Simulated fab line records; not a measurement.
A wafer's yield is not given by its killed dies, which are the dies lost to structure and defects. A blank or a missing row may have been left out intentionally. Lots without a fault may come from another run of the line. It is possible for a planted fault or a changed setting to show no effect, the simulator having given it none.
Matching of chambers + flow n5_finfet + cvd_co-02 running N5_BEOL_M3_CO_CAP_55: 3 sister chambers
The step material Co, precursor CCTBA/H2, target thk 2 nm, time 102.1 s. 6 wafers are shown with their chamber, then 12 later ones without.

## WAFERS, EACH WITH ITS CHAMBER
| wafer  | chamber | heater_power_w (W) | susceptor_temp_C (C) |
|--------|---------|--------------------|----------------------|
| L086.1 | 1       | 221                | 200.00               |
| L086.6 | 0       | 242                | 199.94               |
| L087.2 | 0       | 246                | 200.07               |
| L091.1 | 2       | 242                | 200.11               |
| L091.2 | 1       | 221                | 200.10               |
| L091.5 | 2       | 234                | 199.87               |

## WAFERS WITHOUT THEIR CHAMBER
| wafer  | heater_power_w (W) | susceptor_temp_C (C) |
|--------|--------------------|----------------------|
| L088.1 | 244                | 199.92               |
| L088.3 | 219                | 199.89               |
| L088.5 | 239                | 199.95               |
| L092.1 | 235                | 200.10               |
| L092.2 | 237                | 199.90               |
| L092.3 | 221                | 200.12               |
| L094.2 | 242                | 200.24               |
| L094.4 | 236                | 200.05               |
| L094.5 | 243                | 199.88               |
| L093.1 | 236                | 199.80               |
| L093.4 | 238                | 200.13               |
| L093.5 | 222                | 200.18               |

## CHAMBER TAKEN BY EACH
| wafer  | from the rows above     | in truth |
|--------|-------------------------|----------|
| L088.1 | can't be placed: 0 or 2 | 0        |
| L088.3 | 1                       | 1        |
| L088.5 | can't be placed: 2 or 0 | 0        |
| L092.1 | can't be placed: 2 or 0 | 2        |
| L092.2 | can't be placed: 2 or 0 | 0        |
| L092.3 | 1                       | 1        |
| L094.2 | can't be placed: 0 or 2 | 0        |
| L094.4 | can't be placed: 2 or 0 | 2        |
| L094.5 | can't be placed: 0 or 2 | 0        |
| L093.1 | can't be placed: 2 or 0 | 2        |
| L093.4 | can't be placed: 2 or 0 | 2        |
| L093.5 | 1                       | 1        |
Correct placement for 3 of the 12. Cannot be placed on the basis of these rows: 9; the candidates contain the true chamber in 9. 0 placed wrongly.
How it was worked out, from the rows above alone: a wafer's distance from a chamber is the root of the sum, over the readings, of the square of ((its reading less the chamber's mean) divided by the reading's scatter). If the next closest chamber is less than 2 further off than the closest, the wafer can't be placed; otherwise it belongs to the closest. The mean given for a chamber averages the wafers shown for that chamber. The scatter: take each reading less its chamber's mean, square it, sum over the shown wafers, divide by the number of wafers less the number of chambers, and take the root.
